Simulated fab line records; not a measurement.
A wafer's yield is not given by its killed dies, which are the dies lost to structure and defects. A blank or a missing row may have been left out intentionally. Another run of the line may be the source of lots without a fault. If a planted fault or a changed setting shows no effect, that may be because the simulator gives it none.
fab line records | flow nand_harc
[record] lots = 6 | wafers = 18 | last_day = 25
route steps=1159 shown P_ZERO_WELL@6 END@1159
lots that met no fault: from a run of the same line without faults
start_h: start of the lot's first displayed wafer, in hours after the record's first day | wait_h: time in hours since the lot's previous step | " repeats the value in the row above | L1.1+2: a single row standing in for several wafers | - no value, or no start given | * or withheld: withheld | < > ~ a bound
route shown NAME@n: NAME is a module with steps in the file, n the number in the route of the first one | usual: average and standard deviation across the fault-free wafers | same: alike in all rows | chamber/n: place in a boat | sites: the reading at each site | _std_site: the values' standard deviation | _edge_site: mean of outer sites minus mean of inner sites | radius_mm: how far each site lies from the wafer's centre | mask NAME#n: copy n | behind: the most recent tool/chamber to have shaped the wafer | hold: cause of the lot's hold/its duration in hours/its outcome | device: whichever transistor did not switch (one of n, p or np) | end of line: tests of these same wafers at the route's end | a step given without rows: its recipe and nothing more | killed: count of dies lost to structure and defects at first sort (not the wafer's yield) | map: the dies of a wafer, with x for killed, . for not killed, _ for no die there
set.NAME: the setting the step ran with; set.NAME@STEP: the setting that earlier step ran with | model.NAME: the simulator's own value behind a step, which no gauge read
lots seen at some steps along the route; tables by step, rows by wafer
services: a tool's chamber out of use, with start hour (start_h, from the record's first day; less than 0 if before it), hours out, and reason
[[steps]]
[step NHARC_P_ZERO_WELL_HMDS_04]
[recipe] time_s = 30
[step NHARC_P_ZERO_WELL_COAT_64]
[recipe] temp_c = 200 | time_s = 65
[step NHARC_P_ZERO_WELL_COAT_05]
[recipe] spin_rpm = 2000 | resist_thk_nm = 600
[step NHARC_P_ZERO_WELL_SOFTBAKE_06]
[recipe] temp_c = 125 | time_s = 70
[step NHARC_P_ZERO_WELL_EBR_07]
[step NHARC_P_ZERO_WELL_EXPOSE_08]
[recipe] na = 0.55 | target_cd_nm = 500 | dose_mj = 33.8 | mask_id = P_ZERO
[step NHARC_P_ZERO_WELL_PEB_09]
[recipe] peb_temp_c = 128 | peb_time_s = 80
[step NHARC_P_ZERO_WELL_DEVELOP_10]
[recipe] time_s = 50 | dev_temp_c = 22
[step NHARC_P_ZERO_WELL_CD_MEAS_11]
[recipe] target_cd_nm = 500 | landing_energy_ev = 500
[usual] cd_nm = 500.6/1.6
lot.wafer | tool      | chamber | start_h | wait_h | cd_nm
L427.1    | cd_sem-01 | 0       | 25.36   | -      | 497.2
L427.3    | "         | 0       | "       | "      | 496.5
L427.5    | "         | 0       | "       | "      | 499.9
L438.1    | cd_sem-01 | 0       | 91.23   | -      | 498.6
L438.5    | "         | 0       | "       | "      | 499.5
L438.6    | "         | 0       | "       | "      | 500.3
L444.2    | cd_sem-01 | 0       | 127.18  | -      | 500.0
L444.5    | "         | 0       | "       | "      | 501.9
L444.6    | "         | 0       | "       | "      | 500.8
L445.3    | cd_sem-02 | 0       | 133.31  | -      | 501.9
L445.4    | "         | 0       | "       | "      | 500.5
L445.6    | "         | 0       | "       | "      | 501.6
L447.4    | cd_sem-02 | 0       | 145.16  | -      | 500.1
L447.5    | "         | 0       | "       | "      | 500.5
L447.6    | "         | 0       | "       | "      | 500.5
L448.1    | cd_sem-03 | 0       | 151.33  | -      | 499.9
L448.3    | "         | 0       | "       | "      | 499.0
L448.5    | "         | 0       | "       | "      | 501.3
[step NHARC_P_ZERO_WELL_HARDBAKE_12]
[recipe] temp_c = 118 | time_s = 65
[step NHARC_P_ZERO_WELL_DESCUM_13]
[recipe] time_s = 3 | o2_flow_sccm = 200 | ar_flow_sccm = 0 | bias_power_w = 0 | chemistry = O2
[usual] drypump_motor_current_A = 5.7/0.41 | oes_product_au = 1.001/0.0085 | rf_vpp_V = 57.9/0.87 | showerhead_plenum_p_Torr = 1.94/0.073 | throttle_valve_pct = 11.311/0.0085
lot.wafer | tool        | chamber | start_h | wait_h | drypump_motor_current_A | oes_product_au | rf_hours_counter_h | rf_vpp_V | showerhead_plenum_p_Torr | throttle_valve_pct
L427.1    | rie_diel-05 | 2       | 25.52   | -      | 5.2                     | 0.996          | 1                  | 58.7     | 2.02                     | 11.315
L427.3    | "           | 0       | "       | "      | 5.5                     | 1.000          | 1                  | 57.0     | 1.95                     | 11.317
L427.5    | "           | 3       | "       | "      | 6.1                     | 1.022          | -                  | 57.9     | 1.92                     | 11.308
L438.1    | rie_diel-10 | 2       | 91.41   | -      | 5.7                     | 0.995          | 8                  | 58.7     | 1.86                     | 11.323
L438.6    | "           | 0       | "       | "      | 5.3                     | 0.997          | -                  | 58.4     | 1.82                     | 11.312
L438.5    | "           | 1       | "       | "      | 5.5                     | 0.997          | -                  | 57.6     | 1.89                     | 11.330
L444.2    | rie_diel-05 | 1       | 127.36  | -      | 5.4                     | 1.007          | 10                 | 59.0     | 2.00                     | 11.312
L444.6    | "           | 2       | "       | "      | 5.2                     | 0.996          | -                  | 58.4     | 2.02                     | 11.319
L444.5    | "           | 1       | "       | "      | 5.5                     | 1.001          | -                  | 58.7     | 2.00                     | 11.320
L445.3    | rie_diel-05 | 2       | 133.48  | -      | 5.2                     | 1.011          | 10                 | 56.7     | 2.02                     | 11.305
L445.4    | "           | 0       | "       | "      | 5.5                     | 1.013          | 9                  | 57.3     | 1.95                     | 11.308
L445.6    | "           | 1       | "       | "      | 5.5                     | 1.011          | -                  | 58.5     | 2.00                     | 11.310
L447.4    | rie_diel-07 | 2       | 145.32  | -      | 6.4                     | 1.011          | 6                  | 56.3     | 1.79                     | 11.302
L447.6    | "           | 0       | "       | "      | 6.1                     | 1.010          | -                  | 57.6     | 2.00                     | 11.309
L447.5    | "           | 1       | "       | "      | 5.5                     | 1.015          | -                  | 56.9     | 2.04                     | 11.313
L448.1    | rie_diel-10 | 1       | 151.49  | -      | 5.6                     | 0.991          | 11                 | 57.0     | 1.89                     | 11.307
L448.3    | "           | 3       | "       | "      | 5.1                     | 1.015          | 12                 | 58.2     | 1.97                     | 11.299
L448.5    | "           | 1       | "       | "      | 5.5                     | 0.993          | -                  | 57.1     | 1.89                     | 11.308
[step NHARC_P_ZERO_WELL_ETCH_65]
[recipe] target_depth_a = 800 | overetch_a = 240 | time_s = 87.88 | ion_energy_ev = 200 | n2_flow_sccm = 150 | h2_flow_sccm = 150 | ar_flow_sccm = 0 | rf_w = 400 | bias_w = 150 | chemistry = N2/H2
[usual] drypump_motor_current_A = 5.7/0.41 | h2_flow_sccm = 150.0/0.46 | n2_flow_sccm = 149.9/0.44 | oes_product_au = 1.001/0.0091 | rf_vpp_V = 431.4/2.3 | showerhead_plenum_p_Torr = 2.07/0.08 | throttle_valve_pct = 14.172/0.0083
lot.wafer | tool        | chamber | start_h | wait_h | drypump_motor_current_A | h2_flow_sccm | n2_flow_sccm | oes_product_au | rf_hours_counter_h | rf_vpp_V | showerhead_plenum_p_Torr | throttle_valve_pct
L427.1    | rie_diel-05 | 0       | 25.60   | 0.1    | 5.5                     | 150.4        | 150.3        | 1.007          | 1                  | 429.8    | 2.08                     | 14.192
L427.3    | "           | 1       | "       | "      | 5.5                     | 150.9        | 150.0        | 1.015          | 1                  | 433.5    | 2.14                     | 14.181
L427.5    | "           | 1       | "       | "      | 5.4                     | 149.9        | 150.4        | 1.018          | -                  | 433.6    | 2.14                     | 14.186
L438.1    | rie_diel-10 | 2       | 91.48   | 0.1    | 5.7                     | 150.7        | 149.5        | 0.988          | 8                  | 429.0    | 1.98                     | 14.172
L438.6    | "           | 2       | "       | "      | 5.7                     | 150.3        | 150.6        | 0.993          | -                  | 428.4    | 1.98                     | 14.192
L438.5    | "           | 3       | "       | "      | 5.1                     | 149.7        | 150.4        | 1.012          | -                  | 431.2    | 2.11                     | 14.184
L444.2    | rie_diel-05 | 2       | 127.46  | 0.1    | 5.2                     | 149.9        | 150.4        | 1.008          | 10                 | 433.7    | 2.15                     | 14.169
L444.6    | "           | 1       | "       | "      | 5.5                     | 149.9        | 149.6        | 1.013          | -                  | 433.7    | 2.14                     | 14.168
L444.5    | "           | 2       | "       | "      | 5.2                     | 150.8        | 150.2        | 0.998          | -                  | 434.2    | 2.15                     | 14.176
L445.4    | rie_diel-05 | 1       | 133.57  | 0.1    | 5.5                     | 149.4        | 149.6        | 0.998          | 10                 | 432.8    | 2.14                     | 14.172
L445.3    | "           | 3       | "       | "      | 6.1                     | 150.3        | 149.9        | 1.012          | 9                  | 430.8    | 2.05                     | 14.168
L445.6    | "           | 0       | "       | "      | 5.5                     | 150.2        | 149.5        | 1.011          | -                  | 432.5    | 2.08                     | 14.158
L447.4    | rie_diel-07 | 0       | 145.41  | 0.1    | 6.2                     | 149.6        | 150.2        | 0.994          | 6                  | 432.0    | 2.13                     | 14.162
L447.5    | "           | 1       | "       | "      | 5.5                     | 149.5        | 149.9        | 1.008          | -                  | 432.2    | 2.18                     | 14.160
L447.6    | "           | 2       | "       | "      | 6.5                     | 150.9        | 150.3        | 0.997          | -                  | 425.8    | 1.91                     | 14.167
L448.1    | rie_diel-10 | 0       | 151.58  | 0.1    | 5.3                     | 149.4        | 150.5        | 0.999          | 11                 | 426.8    | 1.94                     | 14.188
L448.3    | "           | 1       | "       | "      | 5.5                     | 150.4        | 149.7        | 0.992          | 11                 | 430.8    | 2.01                     | 14.167
L448.5    | "           | 1       | "       | "      | 5.5                     | 150.7        | 149.2        | 0.994          | -                  | 432.3    | 2.01                     | 14.180
[step NHARC_P_ZERO_WELL_ETCH_62]
[recipe] target_depth_a = 130 | time_s = 6.5 | chf3_flow_sccm = 50 | ar_flow_sccm = 200 | rf_w = 500 | bias_w = 200 | chemistry = CHF3/Ar
[usual] drypump_motor_current_A = 5.7/0.43 | oes_product_au = 0.962/0.019 | rf_vpp_V = 371.3/1.9 | showerhead_plenum_p_Torr = 2.37/0.085 | throttle_valve_pct = 20.217/0.0087
lot.wafer | tool        | chamber | start_h | wait_h | drypump_motor_current_A | oes_product_au | rf_hours_counter_h | rf_vpp_V | showerhead_plenum_p_Torr | throttle_valve_pct
L427.3    | rie_diel-05 | 2       | 25.70   | -      | 5.2                     | 0.939          | 1                  | 373.4    | 2.47                     | 20.221
L427.1    | "           | 0       | "       | "      | 5.5                     | 0.955          | 1                  | 372.8    | 2.39                     | 20.215
L427.5    | "           | 2       | "       | "      | 5.2                     | 0.939          | -                  | 371.7    | 2.47                     | 20.203
L438.1    | rie_diel-10 | 3       | 91.57   | -      | 5.1                     | 0.974          | 7                  | 372.9    | 2.42                     | 20.218
L438.6    | "           | 1       | "       | "      | 5.6                     | 0.955          | -                  | 369.9    | 2.32                     | 20.207
L438.5    | "           | 2       | "       | "      | 5.7                     | 0.969          | -                  | 368.8    | 2.28                     | 20.238
L444.2    | rie_diel-05 | 2       | 127.55  | -      | 5.2                     | 1.156          | 10                 | 372.7    | 2.46                     | 20.216
L444.6    | "           | 2       | "       | "      | 5.2                     | 1.158          | -                  | 374.0    | 2.46                     | 20.209
L444.5    | "           | 3       | "       | "      | 6.1                     | 1.152          | -                  | 372.6    | 2.35                     | 20.223
L445.3    | rie_diel-05 | 0       | 133.66  | -      | 5.5                     | 1.168          | 9                  | 372.1    | 2.39                     | 20.207
L445.4    | "           | 2       | "       | "      | 5.2                     | 1.161          | 10                 | 375.2    | 2.46                     | 20.225
L445.6    | "           | 1       | "       | "      | 5.5                     | 1.149          | -                  | 373.6    | 2.45                     | 20.219
L447.4    | rie_diel-07 | 1       | 145.49  | -      | 5.5                     | 0.966          | 6                  | 373.6    | 2.50                     | 20.217
L447.6    | "           | 2       | "       | "      | 6.4                     | 0.976          | -                  | 367.4    | 2.20                     | 20.233
L447.5    | "           | 3       | "       | "      | 6.5                     | 0.975          | -                  | 370.7    | 2.36                     | 20.212
L448.1    | rie_diel-10 | 1       | 151.68  | -      | 5.6                     | 0.953          | 11                 | 370.0    | 2.32                     | 20.219
L448.3    | "           | 2       | "       | "      | 5.7                     | 0.954          | 14                 | 371.3    | 2.28                     | 20.223
L448.5    | "           | 3       | "       | "      | 5.1                     | 0.980          | -                  | 371.7    | 2.42                     | 20.211
[step NHARC_P_ZERO_WELL_ETCH_63]
[recipe] target_depth_a = 1200 | time_s = 40.1 | hbr_flow_sccm = 150 | cl2_flow_sccm = 50 | rf_w = 400 | icp_w = 400 | bias_w = 100 | chemistry = HBr/Cl2
[usual] drypump_motor_current_A = 5.8/0.47 | mfc_cl2_sccm = 49.99/0.16 | oes_product_au = 1.005/0.0096 | throttle_valve_pct = 26.405/0.0088
lot.wafer | tool      | chamber | start_h | wait_h | drypump_motor_current_A | mfc_cl2_sccm | oes_product_au | rf_hours_counter_h | throttle_valve_pct
L427.3    | rie_si-02 | 0       | 25.78   | -      | 5.6                     | 50.26        | 0.997          | 1.4                | 26.398
L427.1    | "         | 1       | "       | "      | 5.3                     | 49.95        | 0.996          | 1.3                | 26.408
L427.5    | "         | 1       | "       | "      | 5.3                     | 49.87        | 0.995          | -                  | 26.386
L438.1    | rie_si-06 | 2       | 91.69   | -      | 5.4                     | 50.18        | 0.994          | 0.7                | 26.412
L438.5    | "         | 3       | "       | "      | 6.2                     | 49.65        | 1.015          | -                  | 26.411
L438.6    | "         | 0       | "       | "      | 6.2                     | 49.97        | 0.999          | -                  | 26.410
L444.2    | rie_si-05 | 1       | 127.63  | -      | 6.4                     | 50.26        | 1.015          | 0.6                | 26.393
L444.6    | "         | 1       | "       | "      | 6.4                     | 49.88        | 1.008          | -                  | 26.397
L444.5    | "         | 2       | "       | "      | 5.8                     | 50.12        | 1.010          | -                  | 26.414
L445.4    | rie_si-05 | 0       | 133.74  | -      | 6.0                     | 50.45        | 1.007          | 0.8                | 26.419
L445.3    | "         | 3       | "       | "      | 4.9                     | 49.97        | 1.001          | 0.9                | 26.383
L445.6    | "         | 0       | "       | "      | 6.0                     | 50.17        | 1.008          | -                  | 26.403
L447.4    | rie_si-05 | 3       | 145.56  | -      | 4.9                     | 49.85        | 0.986          | 0.9                | 26.404
L447.6    | "         | 3       | "       | "      | 4.9                     | 49.76        | 0.987          | -                  | 26.400
L447.5    | "         | 0       | "       | "      | 6.0                     | 49.85        | 0.995          | -                  | 26.405
L448.1    | rie_si-06 | 0       | 151.77  | -      | 6.2                     | 50.12        | 0.999          | 1.5                | 26.387
L448.3    | "         | 1       | "       | "      | 5.9                     | 50.05        | 0.995          | 1.2                | 26.411
L448.5    | "         | 3       | "       | "      | 6.2                     | 49.98        | 1.006          | -                  | 26.425
[step NHARC_END_SORT_01]
[recipe] temp_c = 25
[usual] killed_at_array = 26/10 | killed_at_other = 0.8/1.1 | killed_at_periphery = 3.3/2.6 | killed_dies = 30/11 | killed_open = 3.4/1.8 | killed_short = 2.0/1.3
[same] gross_dies = 677
lot.wafer | tool      | chamber | start_h | wait_h | killed_at_array | killed_at_other | killed_at_periphery | killed_dies | killed_open | killed_short
L438.1    | prober-02 | 0       | 514.69  | 2.5    | 15              | 0               | 3                   | 18          | 4           | 1
L438.5    | prober-02 | 0       | 517.85  | 3.7    | 15              | 0               | 1                   | 16          | 1           | 4
L438.6    | prober-02 | 0       | 518.65  | 4.0    | 8               | 0               | 5                   | 13          | 2           | 2
L445.3    | prober-02 | 0       | 549.95  | 3.1    | 18              | 0               | 4                   | 22          | 1           | 3
L445.4    | prober-02 | 0       | 550.74  | 3.4    | 15              | 0               | 6                   | 21          | 1           | 2
L445.6    | prober-02 | 0       | 552.31  | 3.9    | 19              | 0               | 4                   | 23          | 5           | 3
// killed by level:class
L438.1 A_CHANNEL_HOLE_D1:chamber_film_flake=5 A_ZERO_WELL:chamber_film_flake=3 A_STAIRCASE:chamber_film_flake=2 P_STI:geometric_particle:open=1 P_GATE:geometric_particle:open=1 A_ONON_D1:geometric_particle:short=1 A_ONON_D1:geometric_particle:open=1 A_BLC:geometric_particle:open=1
L438.5 A_CHANNEL_HOLE_D1:chamber_film_flake=8 P_STI:geometric_particle:short=1 A_ONON_D1:geometric_particle:short=1 A_SGD_CUT:geometric_particle:short=1 A_WL_FILL:geometric_particle:short=1 A_BLC:geometric_particle:open=1 A_CHANNEL_FILL_D1:chamber_film_flake=1 A_STAIRCASE:chamber_film_flake=1
L438.6 A_STAIRCASE:chamber_film_flake=4 P_STI:chamber_film_flake=3 P_CONTACT:geometric_particle:short=1 P_M1:geometric_particle:open=1 A_CHANNEL_FILL_D1:geometric_particle:short=1 A_BLC:geometric_particle:open=1 A_CHANNEL_HOLE_D1:chamber_film_flake=1 A_CONTACT:chamber_film_flake=1
L445.3 A_CHANNEL_HOLE_D1:chamber_film_flake=8 A_CONTACT:chamber_film_flake=6 P_STI:chamber_film_flake=2 P_STI:geometric_particle:short=1 P_M1:geometric_particle:open=1 A_ONON_D1:geometric_particle:short=1 A_WL_FILL:geometric_particle:short=1 A_ZERO_WELL:chamber_film_flake=1
L445.4 A_CHANNEL_HOLE_D1:chamber_film_flake=5 P_STI:chamber_film_flake=4 A_CHANNEL_FILL_D1:chamber_film_flake=2 A_CONTACT:chamber_film_flake=2 A_ONON_D1:geometric_particle:short=1 A_STAIRCASE:geometric_particle:short=1 A_CONTACT:geometric_particle:open=1 P_GATE:chamber_film_flake=1
L445.6 A_CHANNEL_HOLE_D1:chamber_film_flake=7 A_CHANNEL_FILL_D1:geometric_particle:open=2 P_M0:chamber_film_flake=2 A_BONDPAD:chamber_film_flake=2 P_M0:geometric_particle:open=1 A_ONON_D1:geometric_particle:short=1 A_SGD_CUT:geometric_particle:short=1 A_WL_FILL:geometric_particle:short=1
[[services]]
tool        | chamber | start_h | hours | kind
rie_si-06   | -       | 6.00    | 9.0   | pm
rie_si-05   | 2       | 7.97    | 4.7   | repair
rie_diel-07 | 2       | 10.67   | 6.8   | repair
rie_diel-10 | 0       | 10.73   | 13.3  | repair
rie_si-02   | 2       | 11.02   | 6.7   | repair
rie_diel-05 | 0       | 20.15   | -     | clean
rie_diel-05 | 1       | 20.15   | -     | clean
rie_diel-05 | 2       | 20.15   | -     | clean
rie_diel-05 | 3       | 20.15   | -     | clean
rie_diel-10 | 1       | 21.48   | 11.2  | repair
rie_si-06   | 0       | 22.56   | 8.4   | repair
rie_si-02   | -       | 34.00   | 9.0   | pm
rie_diel-10 | 3       | 40.99   | 5.1   | repair
rie_diel-05 | 0       | 44.65   | -     | clean
rie_diel-07 | -       | 51.21   | 9.0   | pm
rie_si-05   | -       | 62.00   | 9.0   | pm
rie_diel-07 | -       | 69.01   | 0.1   | repair
rie_diel-07 | 0       | 75.42   | 2.0   | repair
rie_si-05   | -       | 106.36  | 1.6   | repair
rie_diel-10 | 0       | 114.17  | 6.7   | repair
rie_diel-05 | 0       | 123.67  | 6.2   | repair
rie_si-06   | 1       | 126.10  | 15.7  | repair
rie_diel-07 | -       | 129.04  | 0.4   | repair
rie_diel-05 | 3       | 139.54  | 5.4   | repair
[[key]]
[first_sign] step = NHARC_P_ZERO_WELL_ETCH_62 | reading = oes_product_au | direction = up | sigmas = 10 | usual = 0.962 | struck = 1.157
effect none on later readings
met_at NHARC_P_ZERO_WELL_ETCH_62
struck_wafers L444.2,L444.5,L444.6,L445.3,L445.4,L445.6
rows_end L444.2,L444.5,L444.6
tester_left_out L445
onset_between 25.70 127.55
[fault] kind = process_parameter_drift | tool = rie_diel-05 | chamber = - | onset_h = 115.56 | steps = NHARC_P_ZERO_WELL_ETCH_62 | channel = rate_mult | offset = 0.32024 | shape = step | end_h = 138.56
// tester_left_out: of these lots the tester's yield and bins aren't shown, on N5 and GAA mostly nor the transistor test; their killed dies are dies lost to structure and defects alone, not to doping, threshold or leakage, so they don't give the yield
// rows_end: these wafers met a further fault down the route, and their rows from its step on are left out
